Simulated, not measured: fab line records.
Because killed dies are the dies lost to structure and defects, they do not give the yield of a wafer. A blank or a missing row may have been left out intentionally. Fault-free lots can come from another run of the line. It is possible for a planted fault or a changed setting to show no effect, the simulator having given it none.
Comparing a struck lot with a sound one / flow n5_finfet / 39 out of 1938 route steps
Sound: the wafers L953.2, L953.3, L953.6. Struck: wafer L949.3 (L949.2, L949.6, from the same lot, were not struck and are left out); the cause is given at the end.
Per side, at each step with rows, come the tool, then ch with its chambers, and then its first start. Under that, the readings that differ: sound wafers / struck wafers / difference of the means / sigmas: that difference in standard deviations of wafers without a fault.
alike: a reading whose means differ by less than 2 such deviations, as well as words and numbers matching on both sides. not compared: withheld readings; readings where some wafer has no value; bounds like >300 that might hide an equal value; numbers whose values overlap and for which the record gives no deviation.
Wherever a step has rows on one side only, a row that says differs or no value, or a row with sigmas, the two part there. Numbers that don't overlap but have no deviation are shown without sigmas and don't part them. A reading that every wafer of one side lacks parts them only if that side has two wafers or more.

first, 12 steps without rows for these wafers: N5_MOL_CONTACT_COAG_PRECLEAN_111 (cleans in NF3:NH3, afs cycles 1, time 20 s, sublimation time 60 s); N5_MOL_CONTACT_COAG_TI_SIL_19 (material Ti, target thk 4.2 nm, time 15 s); N5_MOL_CONTACT_COAG_ALD_20 (deposits TiN, target thk 1.5 nm, pulse time 1 s, purge time 3 s); N5_MOL_CONTACT_COAG_SIL_ANNEAL_21 (time 60 s); N5_MOL_CONTACT_COAG_PRE_CLEAN_141 (time 60 s); N5_MOL_CONTACT_COAG_SPUTTER_143 (material Co, target thk 2.5 nm); N5_MOL_CONTACT_COAG_CO_FILL_22 (material Co, precursor CCTBA/H2, target thk 20 nm); N5_MOL_CONTACT_COAG_ANNEAL_113 (time 300 s); N5_MOL_CONTACT_COAG_PRE_CLEAN_142 (time 60 s); N5_MOL_CONTACT_COAG_SPUTTER_130 (material Co, target thk 47.5 nm); N5_MOL_CONTACT_COAG_PRECLEAN_125 (cleans in DIW, time 57.5 s); N5_MOL_CONTACT_COAG_SRD_126 (dry time 32 s).
N5_MOL_CONTACT_COAG_CMP_23: polishes, stops on SiO2, t overpolish 1.5 s, target thk 0 nm.
  sound on cmp-03 ch 0,2, day 12 01:50; struck on cmp-01 ch 2, day 9 23:28
reading=time_to_endpoint_s (s); sound=10.5 9.8 9.5; struck=20.1; difference=+10.2; sigmas=+5
reading=model.SiNx_of_GATE_CUT_SAC_CAP_01.thk_nm (nm); sound=18.2 18.2 18; struck=19.4; difference=+1.3; sigmas=
  alike: edge_zone_pressure_frac, head_pressure_psi, motor_current_A, overpolish_run_s
then, 3 steps without rows for these wafers: N5_MOL_CONTACT_COAG_WET_ETCH_26 (target Co, target depth 13 nm); N5_MOL_CONTACT_COAG_WET_ETCH_116 (etches the open film in SC1-inhibited, target depth 4.6 nm, rinse time 30 s); N5_MOL_CONTACT_COAG_ALD_27 (deposits SiOC, target thk 17 nm, pulse time 1.5 s, time 2720 s).
N5_MOL_CONTACT_COAG_CMP_28: polishes, stops on SiNx, t overpolish 0.85 s, target thk 14.522 nm.
  sound on cmp-01 ch 0,2,3, day 12 05:44; struck on cmp-01 ch 2, day 10 02:42
reading=model.SiNx_of_GATE_CUT_SAC_CAP_01.thk_nm (nm); sound=17.8 17.8 17.8; struck=19; difference=+1; sigmas=
  alike: edge_zone_pressure_frac, head_pressure_psi, motor_current_A
N5_MOL_CONTACT_COAG_THK_MEAS_29:
  sound on film_metro-01 at day 12 06:02; struck on film_metro-01 at day 10 02:58
reading=MD_CAP_THK (nm); sound=17.81 17.81 17.69; struck=19.02; difference=+1.25; sigmas=+15
then, 19 steps without rows for these wafers: N5_MOL_CONTACT_COAG_ALD_123 (deposits SiNx, target thk 5 nm, pulse time 1 s, purge time 2 s); N5_MOL_CONTACT_COAG_PECVD_31 (deposits SiO2 from TEOS/O2, target thk 46 nm, time 8.9 s); N5_MOL_CONTACT_COAG_COAT_75 (time 60 s, resist thk 60 nm); N5_MOL_CONTACT_COAG_COAT_76 (time 60 s, resist thk 10 nm); N5_MOL_CONTACT_COAG_COAT_77 (time 60 s, resist thk 10 nm); N5_MOL_CONTACT_COAG_COAT_78 (resist thk 40 nm); N5_MOL_CONTACT_COAG_EBR_80; N5_MOL_CONTACT_COAG_SOFTBAKE_79 (time 60 s); N5_MOL_CONTACT_COAG_EXPOSE_81 (exposes mask VG, defocus 0 nm); N5_MOL_CONTACT_COAG_PEB_82 (peb time 60 s); N5_MOL_CONTACT_COAG_DEVELOP_83 (develop time 30 s); N5_MOL_CONTACT_COAG_DESCUM_88 (chemistry O2, time 7 s); N5_MOL_CONTACT_COAG_ETCH_89 (etches underlayer in N2/H2, target depth 13 nm, time 10.4 s); N5_MOL_CONTACT_COAG_ETCH_90 (etches SiARC in CF4, target depth 13 nm, time 21.7 s); N5_MOL_CONTACT_COAG_ALD_131 (deposits SiO2, target thk 5 nm, pulse time 1 s, co reactant pulse time 1 s); N5_MOL_CONTACT_COAG_ETCHBACK_132 (etches SiO2 in CHF3, target depth 10 nm, time 6.7 s); N5_MOL_CONTACT_COAG_ETCH_91 (etches SOC in N2/H2, target depth 60 nm, overetch 21 nm, time 101.2 s); N5_MOL_CONTACT_COAG_STRIP_92 (strips in N2/H2); N5_MOL_CONTACT_COAG_STRIP_93 (strips in N2/H2).
N5_MOL_CONTACT_COAG_ETCH_47: etches SiNx in CH3F/O2, stops on W, target depth 27 nm.
  sound on rie_diel-06 ch 0,1,3, day 12 12:50; struck on rie_diel-06 ch 0, day 10 04:32
reading=etch_rf_on_time_s (s); sound=31.4 31.3 31.5; struck=33.1; difference=+1.7; sigmas=+5
reading=model.etch.t_clear_s (s); sound=26.21 26.09 26.28; struck=27.57; difference=+1.38; sigmas=
reading=model.etch.depth_nm (nm); sound=17.83 17.82 17.72; struck=19.01; difference=+1.22; sigmas=
reading=model.MOL_CONTACT_COAG.feature_depth_nm (nm); sound=18.4 18.4 18.4; struck=19.6; difference=+1.2; sigmas=
  alike: O2_flow_sccm, drypump_motor_current_A, oes_product_au, rf_vpp_V, showerhead_plenum_p_Torr, throttle_valve_pct
  not compared: rf_hours_counter_h
-- the record jumps here: 4 days lie between the struck wafers' starts before and after (it left off in module MOL_CONTACT_COAG and takes up again in module BEOL_M4, whose first step shown is number 1111 of the route) --
N5_BEOL_M4_RC_MEAS_101:
  sound on prober-01 ch 0, day 16 04:41; struck on prober-02 ch 0, day 14 08:26
reading=DIBL_N (mV/V); sound=38.4 36.3 36.9; struck=34.6; difference=-2.6; sigmas=-2
  alike: DIBL_P, IOFF_N, IOFF_P, ION_N, ION_P, SS_N, SS_P, VT_N, VT_P

== WHERE THEY PART ==
Last at N5_BEOL_M4_RC_MEAS_101 as far as this record goes, first at N5_MOL_CONTACT_COAG_CMP_23.

WHY: the cause the simulator had injected
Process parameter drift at N5_MOL_CONTACT_COAG_CMP_23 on cmp-01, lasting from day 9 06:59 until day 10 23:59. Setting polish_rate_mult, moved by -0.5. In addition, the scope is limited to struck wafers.
